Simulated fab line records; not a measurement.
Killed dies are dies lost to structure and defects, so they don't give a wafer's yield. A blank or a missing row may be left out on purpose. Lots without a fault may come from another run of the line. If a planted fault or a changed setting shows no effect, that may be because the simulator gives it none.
Which tool is to blame? :: flow n5-finfet :: 10 lots, 30 wafers sampled, at 4 steps of a route of 1938

## WHAT THE GAUGES READ, wafer by wafer
N5_BEOL_M7_OVL_MEAS_29.
lot: L448
measured: day 10 04:06
on: overlay-01
V6_OVL (nm): -0.2 -0.4 -0.3

lot: L451
measured: day 10 18:56
on: overlay-02
V6_OVL (nm): 0.5 -0.9 -0.8

lot: L453
measured: day 10 22:22
on: overlay-01
V6_OVL (nm): 0.4 0.6 0.2

lot: L460
measured: day 13 00:46
on: overlay-01
V6_OVL (nm): 1.1 0.7 0.4

lot: L465
measured: day 14 03:22
on: overlay-02
V6_OVL (nm): 0.1 0.1 -0.4

lot: L464
measured: day 14 03:17
on: overlay-01
V6_OVL (nm): 0.0 0.2 0.2

lot: L467
measured: day 14 18:41
on: overlay-02
V6_OVL (nm): 0.3 0.2 0.3

lot: L468
measured: day 15 02:28
on: overlay-02
V6_OVL (nm): 0.7 1.2 -0.4

lot: L469
measured: day 15 06:32
on: overlay-02
V6_OVL (nm): -0.4 -0.2 -0.5

lot: L470
measured: day 15 10:30
on: overlay-01
V6_OVL (nm): 0.8 1.2 1.3

## WHAT TOOL EACH LOT RAN ON (gives the tool, then ch and the chambers of the sampled wafers, and finally the start)
lot: L448
N5_BEOL_M7_HM_OPEN_17: rie-metal-01 ch 0,1, day 10 03:35
N5_BEOL_M7_STRIP_19: rie-diel-05 ch 2,3, day 10 03:42
N5_BEOL_M7_COAT_71: litho-track-02 ch 0, day 10 03:49

lot: L451
N5_BEOL_M7_HM_OPEN_17: rie-metal-02 ch 0,1, day 10 15:58
N5_BEOL_M7_STRIP_19: rie-diel-06 ch 1,2,3, day 10 16:02
N5_BEOL_M7_COAT_71: litho-track-02 ch 0, day 10 18:31

lot: L453
N5_BEOL_M7_HM_OPEN_17: rie-metal-01 ch 0,1, day 10 20:47
N5_BEOL_M7_STRIP_19: rie-diel-06 ch 0,3, day 10 20:54
N5_BEOL_M7_COAT_71: litho-track-02 ch 0, day 10 22:04

lot: L460
N5_BEOL_M7_HM_OPEN_17: rie-metal-01 ch 0,1, day 12 23:58
N5_BEOL_M7_STRIP_19: rie-diel-06 ch 2,3, day 13 00:04
N5_BEOL_M7_COAT_71: litho-track-03 ch 0, day 13 00:28

lot: L465
N5_BEOL_M7_HM_OPEN_17: rie-metal-02 ch 0, day 14 01:20
N5_BEOL_M7_STRIP_19: rie-diel-02 ch 0,2,3, day 14 01:32
N5_BEOL_M7_COAT_71: litho-track-03 ch 0, day 14 03:04

lot: L464
N5_BEOL_M7_HM_OPEN_17: rie-metal-01 ch 0,1, day 14 01:22
N5_BEOL_M7_STRIP_19: rie-diel-02 ch 1,3, day 14 01:29
N5_BEOL_M7_COAT_71: litho-track-02 ch 0, day 14 02:59

lot: L467
N5_BEOL_M7_HM_OPEN_17: rie-metal-01 ch 0, day 14 17:57
N5_BEOL_M7_STRIP_19: rie-diel-02 ch 1,3, day 14 18:09
N5_BEOL_M7_COAT_71: litho-track-03 ch 0, day 14 18:16

lot: L468
N5_BEOL_M7_HM_OPEN_17: rie-metal-03 ch 0,1, day 14 23:33
N5_BEOL_M7_STRIP_19: rie-diel-06 ch 1,3, day 14 23:48
N5_BEOL_M7_COAT_71: litho-track-02 ch 0, day 15 02:09

lot: L469
N5_BEOL_M7_HM_OPEN_17: rie-metal-02 ch 0,1, day 15 04:33
N5_BEOL_M7_STRIP_19: rie-diel-05 ch 0,1,3, day 15 04:40
N5_BEOL_M7_COAT_71: litho-track-02 ch 0, day 15 06:07

lot: L470
N5_BEOL_M7_HM_OPEN_17: rie-metal-03 ch 0,1, day 15 08:29
N5_BEOL_M7_STRIP_19: rie-diel-05 ch 0,1,3, day 15 08:51
N5_BEOL_M7_COAT_71: litho-track-04 ch 0, day 15 10:13
- N5_BEOL_M7_HM_OPEN_17: chemistry Cl2/BCl3, target TiN, target depth 20 nm, overetch 6 nm.
- N5_BEOL_M7_STRIP_19: strips in O2.
- N5_BEOL_M7_COAT_71: time 60 s, resist thk 5 nm.

## THE ANSWER, worked out from the rows above alone
Rule: the usual values come from the lots themselves. The widest of any qualifying gaps counts: lots, ordered by their means at a reading, are off when they make up no more than a third of the lots, leave a main group of 4 or more, and stand apart from it by 3 or more times the standard deviation of that group's means. A main group whose means are all the same, to the digits that the tables above print for the reading, isn't used. Also off: a lot with no number at a reading for which 4 or more lots have one. Any other lot the step has rows for is counted as sound.
No lot is off at any reading shown: from this, nothing can be told.

## WHAT WAS PUT IN BY THE SIMULATOR
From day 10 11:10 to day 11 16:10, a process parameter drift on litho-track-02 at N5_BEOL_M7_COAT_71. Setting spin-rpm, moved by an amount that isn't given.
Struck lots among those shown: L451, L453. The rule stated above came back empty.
